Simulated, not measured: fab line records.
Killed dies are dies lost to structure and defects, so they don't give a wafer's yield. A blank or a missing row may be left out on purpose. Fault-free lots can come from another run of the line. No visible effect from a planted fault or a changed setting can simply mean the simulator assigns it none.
Matching of chambers ; flow n5-finfet ; N5_BEOL_M4_ALD_98 on ald-sin-01 has 4 sister chambers
The step deposits SiO2, target thk 2.5 nm, pulse time 1 s, co reactant pulse time 1 s. 16 wafers are shown with their chamber, then 8 later ones without.

== EACH WAFER AND ITS CHAMBER ==
wafer;chamber;heater-power-w (W);precursor-pulse-height-rel
L075.3;3;76;0.999
L075.4;2;82;0.996
L075.6;0;67;0.996
L077.4;0;67;1.000
L077.5;1;82;1.014
L077.6;0;68;1.011
L079.2;2;84;1.009
L079.3;0;68;0.961
L079.6;1;82;1.020
L086.2;0;66;1.001
L086.4;2;83;0.997
L086.6;0;68;1.018
L088.1;2;83;1.000
L088.5;0;67;0.999
L088.6;1;82;0.982
L090.2;3;78;1.016

SIGNATURES (averages over the wafers above)
reading;chamber 0;chamber 1;chamber 2;chamber 3;scatter within a chamber
heater-power-w;67.29;82.00;83.00;77.00;0.787
precursor-pulse-height-rel;0.99800;1.00533;1.00050;1.00750;0.0159
Rule: a wafer's distance from a chamber is the root of the sum, over the readings, of the square of ((its reading less the chamber's mean) divided by the reading's scatter). The wafer belongs to the nearest chamber; if the next one is less than 2 further off, it can't be placed. The scatter is the square root of a quotient: the sum, over the shown wafers, of each reading's squared deviation from its chamber's mean, divided by wafers minus chambers.

== WAFERS MISSING THEIR CHAMBER ==
wafer;heater-power-w (W);precursor-pulse-height-rel
L090.4;81;1.031
L090.5;83;0.965
L095.4;66;1.010
L095.5;67;0.972
L095.6;78;1.024
L097.1;77;0.977
L097.4;83;1.041
L097.5;81;0.984

== THE CHAMBER EACH PASSED THROUGH ==
wafer;from the rows above;in truth
L090.4;can't be placed: 1 or 2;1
L090.5;can't be placed: 2 or 1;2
L095.4;0;0
L095.5;0;0
L095.6;3;3
L097.1;3;3
L097.4;can't be placed: 2 or 1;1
L097.5;can't be placed: 1 or 2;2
Correctly placed: 4 of 8. Not placeable from these rows: 4 (in 4, the candidates include the true chamber). Placed wrongly: 0.
